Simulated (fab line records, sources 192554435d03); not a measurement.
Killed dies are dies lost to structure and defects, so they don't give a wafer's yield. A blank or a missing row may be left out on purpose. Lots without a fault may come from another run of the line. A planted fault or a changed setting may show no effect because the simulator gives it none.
Problem report in the 8D (eight disciplines) form, filled by code | flow n5_finfet | the parts of the form that need people (team, actions taken, sign-off) are left out

1. THE PROBLEM
rf_fwd_power_W at N5_GATE_CUT_ETCH_56 reads a mean of 452.4 W on 5 wafers of 2 lots; wafers without a fault read 596.1 W with a standard deviation of 1.9. That is -76 standard deviations from the usual mean.
The step: etches TiN in Cl2/Ar, target depth 21.6 nm.
First seen on wafer L614.3, day 7 13:10, on rie_metal-02. The record holds 29 wafers of 10 lots with a number at this step. Rule for "out", or "out of limits": more than 4 standard deviations from the usual mean. The other wafers with a number count as sound.

2. WHAT IT IS AND WHAT IT IS NOT
question                    | is                     | is not
which readings at this step | rf_fwd_power_W         | drypump_motor_current_A, oes_product_au, throttle_valve_pct
which lots                  | L614, L615             | L602, L603, L604, L606, L607, L608, L612, L624
which wafers of those lots  | all that have a number | -
read on which tools         | rie_metal-02           | rie_metal-01, rie_metal-03
when                        | from day 7 13:10       | up to then (21 sound wafers); but 3 sound wafers of L624 came after

3. SUSPECTS, AND WHAT RULES EACH OUT
Counting: a tool at a process step up to the reading stays a suspect if it ran every lot that is out and no sound lot after the first of them.
- cvd_w-01 at N5_HKMG_FIN_W_FILL_22 (material W, target thk 60 nm, time 18.2 s): kept. It ran every lot that is out, first L614 (day 7 12:10), and no sound lot after that; its last sound lot up to then is L604 (day 5 02:44).
- rie_metal-02 at N5_GATE_CUT_ETCH_56 (etches TiN in Cl2/Ar, target depth 21.6 nm): kept. It ran every lot that is out, first L614 (day 7 13:10), and no sound lot after that; its last sound lot up to then is L612 (day 7 03:26). Its own readings are out on those wafers: rf_fwd_power_W.
Left after counting: cvd_w-01 at N5_HKMG_FIN_W_FILL_22, rie_metal-02 at N5_GATE_CUT_ETCH_56.

4. THE CAUSE (what the simulator had put in)
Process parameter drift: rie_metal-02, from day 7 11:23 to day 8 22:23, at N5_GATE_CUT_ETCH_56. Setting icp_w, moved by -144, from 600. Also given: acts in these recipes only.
Counting left 2 suspects, and this tool is among them.

5. THE CHAIN OF EFFECTS, in route order
Each row: a reading whose mean over the struck wafers that have a number lies more than 3 standard deviations from the usual. Only readings for which the record gives a usual standard deviation are gone through. hours: the time from each lot's start at the first step in this table that gives one to its start at this step, as a median over the lots. sigmas: the change in usual standard deviations.
hours | step                | reading        | usual   | on struck wafers | change | sigmas
0     | N5_GATE_CUT_ETCH_56 | rf_fwd_power_W | 596.1 W | 452.4            | -143.7 | -76
The process steps in it:
- N5_GATE_CUT_ETCH_56: etches TiN in Cl2/Ar, target depth 21.6 nm.
Later measuring or inspecting steps at which every struck wafer that the step has a row for has a number for every such reading, and none has moved that far: N5_BEOL_M4_RC_MEAS_101.

6. WHAT WOULD HAVE CAUGHT IT SOONER
In this record the first reading out of limits was taken at day 7 13:10, 2 hours after the fault began at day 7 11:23.
